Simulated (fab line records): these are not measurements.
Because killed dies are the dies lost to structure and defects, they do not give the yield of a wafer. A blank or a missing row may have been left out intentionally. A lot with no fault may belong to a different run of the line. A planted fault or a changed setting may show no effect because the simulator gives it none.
Split-lot trial	flow n5_finfet	7 lots, 39 wafers read, on a route of 1938 steps

== THE SPLIT ITSELF ==
At N5_BEOL_M5_TRENCH_ETCH_37 (etches SiCOH lowk in C4F6/O2, target depth 71.652 nm, time 24.7 s), the setting target_depth_a was moved away from the recipe's 716.52 angstrom on 15 of the 39 wafers read, by -35.0% to +41.2%. This setting was run at the recipe's value on the other wafers.

== FROM THE SPLIT TO THE READING: what the file shows between them, 13 steps ==
- N5_BEOL_M5_ETCH_41: etches SiCN in CH3F/O2, target depth 31.5 nm, time 56.7 s
- N5_BEOL_M5_STRIP_91: strips in N2/H2, time 10 s
- N5_BEOL_M5_OCD_MEAS_38
- N5_BEOL_M5_HM_STRIP_39: strips TiN in peroxide tin strip, target depth 25 nm, time 158 s
- N5_BEOL_M5_SRD_40: time 30 s
- N5_BEOL_M5_ECD_50: material Cu, target thk 300 nm
- N5_BEOL_M5_ANNEAL_51: time 90 s
- N5_BEOL_M5_CMP_52: polishes, stops on SiCOH lowk, t overpolish 6.9 s, target thk 62 nm
- N5_BEOL_M5_THK_MEAS_53: measures by xrf
- N5_BEOL_M5_PRE_CLEAN_77: time 15 s
- N5_BEOL_M5_CO_CAP_78: material Co, precursor CCTBA/H2, target thk 2 nm, time 102.1 s
- N5_BEOL_M5_PRE_CLEAN_55: time 15 s
- N5_BEOL_M5_DEP_56: deposits SiCN from 3MS/NH3, target thk 8 nm, time 14 s

== THE READING ==
M5_RS in ohm/sq, measured at N5_BEOL_M5_RS_MEAS_57 by four-point-probe. A value of 0.391 ohm/sq with a standard deviation of 0.017 ohm/sq is what fault-free wafers of this fab line usually give.

wafer	tool, chamber at the split	target_depth_a as run, angstrom	against the recipe	M5_RS, ohm/sq	against lot-mates on the recipe
L079.1	rie_diel-01, 2	716.52	recipe	0.368	-
L079.2	rie_diel-01, 3	716.52	recipe	0.390	-
L079.3	rie_diel-01, 1	1012	+41.2%	0.243	-0.132
L079.4	rie_diel-01, 0	1012	+41.2%	0.232	-0.143
L079.5	rie_diel-01, 0	716.52	recipe	0.367	-
L079.6	rie_diel-01, 3	1012	+41.2%	0.246	-0.129
L080.1	rie_diel-02, 1	938.8	+31.0%	0.273	-0.118
L080.2	rie_diel-02, 0	938.8	+31.0%	0.258	-0.133
L080.3	rie_diel-02, 3	938.8	+31.0%	0.277	-0.114
L080.4	rie_diel-02, 1	716.52	recipe	0.396	-
L080.5	rie_diel-02, 0	716.52	recipe	0.375	-
L080.6	rie_diel-02, 3	716.52	recipe	0.401	-
L087.1	rie_diel-03, 3	716.52	recipe	0.386	-
L087.2	rie_diel-03, 0	536.7	-25.1%	0.600	+0.217
L087.3	rie_diel-03, 1	536.7	-25.1%	0.572	+0.189
L087.4	rie_diel-03, 2	536.7	-25.1%	0.542	+0.159
L087.5	rie_diel-03, 2	716.52	recipe	0.375	-
L087.6	rie_diel-03, 1	716.52	recipe	0.387	-
L089.1	rie_diel-01, 2	716.52	recipe	0.390	-
L089.2	rie_diel-01, 3	716.52	recipe	0.415	-
L089.3	rie_diel-01, 1	716.52	recipe	0.403	-
L089.4	rie_diel-01, 0	716.52	recipe	0.400	-
L089.5	rie_diel-01, 2	716.52	recipe	0.382	-
L089.6	rie_diel-01, 1	716.52	recipe	0.398	-
L097.1	rie_diel-01, 3	716.52	recipe	0.401	-
L097.2	rie_diel-01, 1	716.52	recipe	0.394	-
L097.3	rie_diel-01, 2	478.1	-33.3%	0.661	+0.265
L097.4	rie_diel-01, 0	716.52	recipe	0.392	-
L097.5	rie_diel-01, 1	478.1	-33.3%	0.754	+0.358
L097.6	rie_diel-01, 2	478.1	-33.3%	0.709	+0.313
L094.2	rie_diel-03, 2	716.52	recipe	0.400	-
L094.3	rie_diel-03, 1	716.52	recipe	0.394	-
L094.4	rie_diel-03, 0	716.52	recipe	0.418	-
L096.1	rie_diel-03, 1	465.6	-35.0%	0.794	+0.384
L096.2	rie_diel-03, 3	716.52	recipe	0.408	-
L096.3	rie_diel-03, 0	716.52	recipe	0.419	-
L096.4	rie_diel-03, 2	465.6	-35.0%	0.734	+0.324
L096.5	rie_diel-03, 0	465.6	-35.0%	0.832	+0.422
L096.6	rie_diel-03, 3	716.52	recipe	0.404	-

THE FIT
A straight line over all 39 wafers: M5_RS changes by -0.00677 ohm/sq for each +1% of target_depth_a; r = -0.92; the points scatter about the line by 0.06 ohm/sq.
The same after taking each lot's own level away (the mean of its wafers on the recipe; 39 wafers): -0.00655 ohm/sq for each +1%; r = -0.92; scatter 0.059 ohm/sq.
The reading moves by 0.27 ohm/sq for the largest change in target_depth_a, on that fit.
From 0.3750 to 0.4103 ohm/sq: that is the span of the lots' own levels, equal to 2.1 times the standard deviation above.
So the lot-to-lot level changes the slope little: the two slopes agree.
Check: -0.249 ohm/sq against its lot-mates is what the line predicts for one of the wafers moved furthest among these (+41.2%) when that wafer is left out of the fit. It came out at -0.132 ohm/sq against them.

== THE WHOLE CHAIN: every reading that the file lists as answering this split, in the file's order ==
step	what it does	reading	change (the file's fit)	r (the file's)
N5_BEOL_M5_TRENCH_ETCH_37	etches SiCOH lowk in C4F6/O2, target depth 71.652 nm, time 24.7 s	BEOL_M5.feature_depth_nm (the simulator's own value, which no gauge read)	+0.698 nm for each +1% of the setting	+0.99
N5_BEOL_M5_TRENCH_ETCH_37	etches SiCOH lowk in C4F6/O2, target depth 71.652 nm, time 24.7 s	etch.depth_nm (the simulator's own value, which no gauge read)	+0.698 nm for each +1% of the setting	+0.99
N5_BEOL_M5_OCD_MEAS_38		trench_depth_nm	+0.697 nm for each +1% of the setting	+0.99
N5_BEOL_M5_CMP_52	polishes, stops on SiCOH lowk, t overpolish 6.9 s, target thk 62 nm	Cu_of_BEOL_M5_ECD_50.thk_nm (the simulator's own value, which no gauge read)	+0.697 nm for each +1% of the setting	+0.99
N5_BEOL_M5_THK_MEAS_53	measures by xrf	M5_THK	+0.692 for each +1% of the setting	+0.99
N5_BEOL_M5_RS_MEAS_57	measures by four-point-probe	M5_RS	-0.00668 for each +1% of the setting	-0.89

== FILE'S OWN FIT ==
M5_RS changes by -0.00668 ohm/sq for each +1% of target_depth_a, r = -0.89.
